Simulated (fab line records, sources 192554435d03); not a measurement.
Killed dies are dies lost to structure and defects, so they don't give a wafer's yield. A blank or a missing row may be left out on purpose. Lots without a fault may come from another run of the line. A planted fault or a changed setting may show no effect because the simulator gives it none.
Problem report in the 8D (eight disciplines) form, filled by code | flow n5_finfet | the parts of the form that need people (team, actions taken, sign-off) are left out

1. THE PROBLEM
raw_defect_count at N5_STI_FIN_REVEAL_INSPECT_13 reads a mean of 345 on 6 wafers of 2 lots; wafers without a fault read 13 with a standard deviation of 5.3. That is +63 standard deviations from the usual mean.
The step: inspects for defects (darkfield).
First seen on wafer L750.4, day 5 09:59, on defect_inspect-01. The record holds 12 wafers of 4 lots with a number at this step. Rule for "out", or "out of limits": more than 4 standard deviations from the usual mean. The other wafers with a number count as sound.

2. WHAT IT IS AND WHAT IT IS NOT
question                    | is                     | is not
which readings at this step | raw_defect_count       | -
which lots                  | L750, L753             | L739, L758
which wafers of those lots  | all that have a number | -
read on which gauges        | defect_inspect-01      | defect_inspect-02
when                        | from day 5 09:59       | up to then (3 sound wafers); but 3 sound wafers of L758 came after

3. SUSPECTS, AND WHAT RULES EACH OUT
Counting: a tool at a process step up to the reading stays a suspect if it ran every lot that is out and no sound lot after the first of them.
- the gauge at N5_STI_FIN_REVEAL_INSPECT_13: ruled out. All the wafers that are out were read on defect_inspect-01, but those of them that N5_PASSIVATION_PROBE_49 has rows for are out there too, on other tools.
- rie_diel-05 at N5_STI_FIN_REVEAL_STRIP_24 (strips in N2/H2, time 90 s): kept. It ran every lot that is out, first L750 (day 5 06:59), and no sound lot after that; its last sound lot up to then is L739 (day 2 09:58).
Left after counting: rie_diel-05 at N5_STI_FIN_REVEAL_STRIP_24.

4. THE CAUSE (what the simulator had put in)
Chamber particle source: rie_diel-05, from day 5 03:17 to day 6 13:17, at N5_STI_FIN_REVEAL_STRIP_24. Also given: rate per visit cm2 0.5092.
Counting left only this tool.

5. THE CHAIN OF EFFECTS, in route order
Each row: a reading whose mean over the struck wafers that have a number lies more than 3 standard deviations from the usual. Only readings for which the record gives a usual standard deviation are gone through. hours: the time from each lot's start at the first step in this table that gives one to its start at this step, as a median over the lots. sigmas: the change in usual standard deviations.
hours | step                         | reading              | usual  | on struck wafers | change | sigmas
0     | N5_STI_FIN_REVEAL_INSPECT_13 | raw_defect_count     | 13     | 345              | +332   | +63
222   | N5_PASSIVATION_PROBE_49      | defect_limited_yield | 91.3 % | 84.1             | -7.2   | -4.8
222   | N5_PASSIVATION_PROBE_49      | killed_at_front_end  | 39     | 120              | +81    | +7.3
222   | N5_PASSIVATION_PROBE_49      | killed_dies          | 102    | 187              | +85    | +4.7
222   | N5_PASSIVATION_PROBE_49      | sort_bin_5_function  | 5.1 %  | 10.6             | +5.5   | +5.5
222   | N5_PASSIVATION_PROBE_49      | sort_n_pass          | 1077   | 993              | -84    | -4.4
222   | N5_PASSIVATION_PROBE_49      | sort_yield_pct       | 91.3 % | 84.1             | -7.2   | -4.5
The process steps in it:
- N5_PASSIVATION_PROBE_49
Later measuring or inspecting steps at which every struck wafer that the step has a row for has a number for every such reading, and none has moved that far: N5_BEOL_M4_RC_MEAS_101.

6. WHAT WOULD HAVE CAUGHT IT SOONER
In this record the first reading out of limits at a measuring or inspecting step was taken at day 5 09:59, 7 hours after the fault began at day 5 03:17.
Of the tool readings at N5_STI_FIN_REVEAL_STRIP_24 for which the record gives a usual standard deviation, none was out on any struck wafer, so an alarm limit of 4 standard deviations on them would not have fired.
Of the lots that are out (2), L753 began N5_STI_FIN_REVEAL_STRIP_24 on rie_diel-05 after day 5 09:59. A hold on the tool at that time would have spared it.
